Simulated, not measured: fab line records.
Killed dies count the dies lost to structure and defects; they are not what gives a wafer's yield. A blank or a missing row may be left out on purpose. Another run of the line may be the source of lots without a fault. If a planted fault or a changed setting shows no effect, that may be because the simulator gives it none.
Comparing a struck lot with a sound one + flow n5 finfet + 37 steps out of a route of 1938
Sound: these wafers, L244.3, L244.4, L244.5. Struck: wafers L237.1, L237.4 (left out: L237.2, a lot-mate that was not struck); the cause follows at the end.
Per side, at each step with rows, come the tool, then ch with its chambers, and then its first start. Under that, the readings that differ: sound wafers + struck wafers + difference of the means + sigmas: that difference in standard deviations of wafers without a fault.
alike: a reading whose means differ by less than 2 such deviations, as well as words and numbers matching on both sides. not compared: withheld readings; readings where some wafer has no value; bounds like >300 that might hide an equal value; numbers whose values overlap and for which the record gives no deviation.
Wherever a step has rows on one side only, a row that says differs or no value, or a row with sigmas, the two part there. Non-overlapping numbers with no deviation appear without sigmas and do not part them. A reading that every wafer of one side lacks parts them only if that side has two wafers or more.

first, 8 steps without rows for these wafers: N5_BEOL_M2_ECD_50 (material Cu, target thk 300 nm); N5_BEOL_M2_ANNEAL_51 (time 90 s); N5_BEOL_M2_CMP_52 (polishes, stops on SiOC, t overpolish 6.8 s, target thk 40 nm); N5_BEOL_M2_PRE_CLEAN_60 (time 15 s); N5_BEOL_M2_CO_CAP_55 (material Co, precursor CCTBA/H2, target thk 2 nm, time 102.1 s); N5_BEOL_M2_PRE_CLEAN_56 (time 15 s); N5_BEOL_M2_DEP_57 (deposits SiCN from 3MS/NH3, target thk 8 nm, time 14 s); N5_BEOL_M3_ILD_DEP_00 (deposits SiOC from DEMS/O2, target thk 79 nm, time 15.3 s).
N5_BEOL_M3_PECVD_72: deposits SiO2 from TEOS/O2, target thk 16 nm, time 18 s.
  sound on pecvd-02 ch 0,1, day 12 23:07; struck on pecvd-03 ch 2, day 10 23:47
| reading                                    | sound                | struck        | difference | sigmas |
|--------------------------------------------|----------------------|---------------|------------|--------|
| susceptor temp C (C)                       | 400.19 400.10 400.08 | 414.07 413.64 | +13.73     | +62    |
| throttle valve pct (%)                     | 23.8 23.5 23.9       | 20.8 21.2     | -2.7       | -2     |
| model.SiO2_of_BEOL_M3_PECVD_72.thk nm (nm) | 15.8 16 16.4         | 14.6 14.4     | -1.6       |        |
  alike: heater power w, showerhead plenum p Torr
then, 25 steps without rows for these wafers: N5_BEOL_M3_HM_DEP_02 (deposits TiN, target thk 20 nm); N5_BEOL_M3_COAT_61 (time 60 s, resist thk 60 nm); N5_BEOL_M3_COAT_62 (time 60 s, resist thk 12 nm); N5_BEOL_M3_COAT_73 (time 60 s, resist thk 5 nm); N5_BEOL_M3_COAT_05 (resist thk 30 nm); N5_BEOL_M3_EBR_07; N5_BEOL_M3_SOFTBAKE_06 (time 60 s); N5_BEOL_M3_EXPOSE_08 (exposes mask M3); N5_BEOL_M3_PEB_09 (peb time 60 s); N5_BEOL_M3_DEVELOP_10 (develop time 30 s); N5_BEOL_M3_DESCUM_16 (chemistry O2, time 7 s); N5_BEOL_M3_ETCH_74 (etches underlayer in N2/H2, target depth 6.5 nm, time 5.2 s); N5_BEOL_M3_ETCH_63 (etches SiARC in CF4, target depth 15.6 nm, time 26 s); N5_BEOL_M3_ETCH_64 (etches SOC in N2/H2, target depth 75 nm, overetch 15 nm, time 112.5 s); N5_BEOL_M3_STRIP_65 (strips in N2/H2); N5_BEOL_M3_STRIP_75 (strips in N2/H2); N5_BEOL_M3_STRIP_66 (strips in CF4); N5_BEOL_M3_HM_OPEN_17 (chemistry Cl2/BCl3, target TiN, target depth 20 nm, overetch 6 nm); N5_BEOL_M3_STRIP_19 (strips in O2); N5_BEOL_M3_COAT_67 (time 60 s, resist thk 60 nm); N5_BEOL_M3_COAT_68 (time 60 s, resist thk 12 nm); N5_BEOL_M3_COAT_76 (time 60 s, resist thk 5 nm); N5_BEOL_M3_COAT_22 (resist thk 30 nm); N5_BEOL_M3_EBR_24; N5_BEOL_M3_SOFTBAKE_23 (time 60 s).
N5_BEOL_M3_HM_STRIP_39: strips TiN in peroxide tin strip, target depth 25 nm, time 158 s.
  sound on wet bench-05 ch 1,6,7, day 13 05:20; struck on wet bench-02 ch 0,7, day 11 04:45
| reading                                    | sound        | struck    | difference | sigmas |
|--------------------------------------------|--------------|-----------|------------|--------|
| model.SiO2_of_BEOL_M3_PECVD_72.thk nm (nm) | 15.6 16 16.2 | 14.4 14.4 | -1.5       |        |
  alike: bath heat duty pct
N5_BEOL_M3_CMP_52: polishes, stops on SiOC, t overpolish 6.8 s, target thk 40 nm.
  sound on cmp-03 ch 0,2,3, day 13 08:47; struck on cmp-01 ch 0,3, day 11 08:33
| reading                      | sound          | struck    | difference | sigmas |
|------------------------------|----------------|-----------|------------|--------|
| barrier field endpoint s (s) | 24.6 25.5 26.1 | 22.5 21.7 | -3.3       | -5     |
  alike: motor current A
N5_BEOL_M4_RC_MEAS_101:
  sound on prober-02 ch 0, day 13 18:40; struck on prober-01 ch 0, day 11 22:05
  alike: DIBL_N, DIBL_P, IOFF_N, IOFF_P, ION_N, ION_P, SS_N, SS_P, VT_N, VT_P

## WHERE THEY PART
Last at N5_BEOL_M3_CMP_52 as far as this record goes, first at N5_BEOL_M3_PECVD_72. Later steps at which nothing parts them and some readings are alike: N5_BEOL_M4_RC_MEAS_101.

WHY: whatever the simulator had introduced
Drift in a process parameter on pecvd-03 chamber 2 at N5_BEOL_M3_PECVD_72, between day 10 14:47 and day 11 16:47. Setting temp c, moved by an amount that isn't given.
